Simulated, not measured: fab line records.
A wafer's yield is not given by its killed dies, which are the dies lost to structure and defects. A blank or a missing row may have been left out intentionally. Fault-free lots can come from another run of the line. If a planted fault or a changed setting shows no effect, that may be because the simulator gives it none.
Which tool was responsible? + flow nand-harc + 18 wafers from 6 lots sampled at 5 of the route's 1159 steps

## WHAT THE GAUGES SHOWED, per wafer
NHARC_END_SORT_01.
| lot  | measured     | on        | killed-at-array |
|------|--------------|-----------|-----------------|
| L677 | day 22 10:38 | prober-01 | 675 47 675      |

## WHAT TOOL EACH LOT RAN ON (gives the tool, then ch and the chambers of the sampled wafers, and finally the start)
| lot  | NHARC_A_WL_FILL_CVD_03        | NHARC_THIN_TSV_ETCHBACK_48         | NHARC_THIN_TSV_DESCUM_35           | NHARC_THIN_TSV_STRIP_56              |
|------|-------------------------------|------------------------------------|------------------------------------|--------------------------------------|
| L667 | cvd-w-02 ch 0,1, day 15 07:22 | rie-diel-06 ch 1,2,3, day 19 04:19 | rie-diel-06 ch 1,2,3, day 19 08:21 | plasma-asher-02 ch 0,1, day 19 09:04 |
| L669 | cvd-w-01 ch 0,1, day 15 16:13 | rie-diel-05 ch 0,2,3, day 19 14:16 | rie-diel-05 ch 0,1,2, day 19 17:56 | plasma-asher-02 ch 0,1, day 19 18:24 |
| L673 | cvd-w-01 ch 0,1, day 16 21:37 | rie-diel-05 ch 0,3, day 20 13:01   | rie-diel-03 ch 2,3, day 20 16:50   | plasma-asher-01 ch 0,1, day 20 17:19 |
| L676 | cvd-w-02 ch 0,1, day 17 09:30 | rie-diel-05 ch 0,1,2, day 21 06:32 | rie-diel-03 ch 1,2,3, day 21 10:12 | plasma-asher-02 ch 0,1, day 21 10:41 |
| L677 | cvd-w-01 ch 0,1, day 18 00:34 | rie-diel-06 ch 2, day 21 13:19     | rie-diel-06 ch 1, day 21 17:10     | plasma-asher-01 ch 1, day 21 17:44   |
| L682 | cvd-w-02 ch 0,1, day 18 20:54 | rie-diel-03 ch 0,1,3, day 22 23:44 | rie-diel-03 ch 1,2,3, day 23 03:41 | plasma-asher-02 ch 0,1, day 23 04:32 |
- NHARC_A_WL_FILL_CVD_03: deposits W, target thk 40 nm, time 3302 s.
- NHARC_THIN_TSV_ETCHBACK_48: etches the open film in C4F8/Ar, target depth 1028.5 nm, time 405.17 s.
- NHARC_THIN_TSV_DESCUM_35: chemistry O2, time 3 s.
- NHARC_THIN_TSV_STRIP_56: strips in O2.

## THE ANSWER, worked out from the rows above alone
Rule: usual is defined by the lots themselves. Put in order of their means at a reading, lots are off if they are a third of the lots or fewer, leave a main group of 4 or more, and stand apart from it by a gap of 3 or more times the standard deviation of the main group's means; of several such gaps the widest counts. If all means in a main group match to the digits the tables above print for the reading, that group is not used. Also off: a lot with no number at a reading for which 4 or more lots have one. The other lots that the step has rows for count as sound.
No lot is off at any reading shown: from this, nothing can be told.

## WHAT THE SIMULATOR HAD PUT IN
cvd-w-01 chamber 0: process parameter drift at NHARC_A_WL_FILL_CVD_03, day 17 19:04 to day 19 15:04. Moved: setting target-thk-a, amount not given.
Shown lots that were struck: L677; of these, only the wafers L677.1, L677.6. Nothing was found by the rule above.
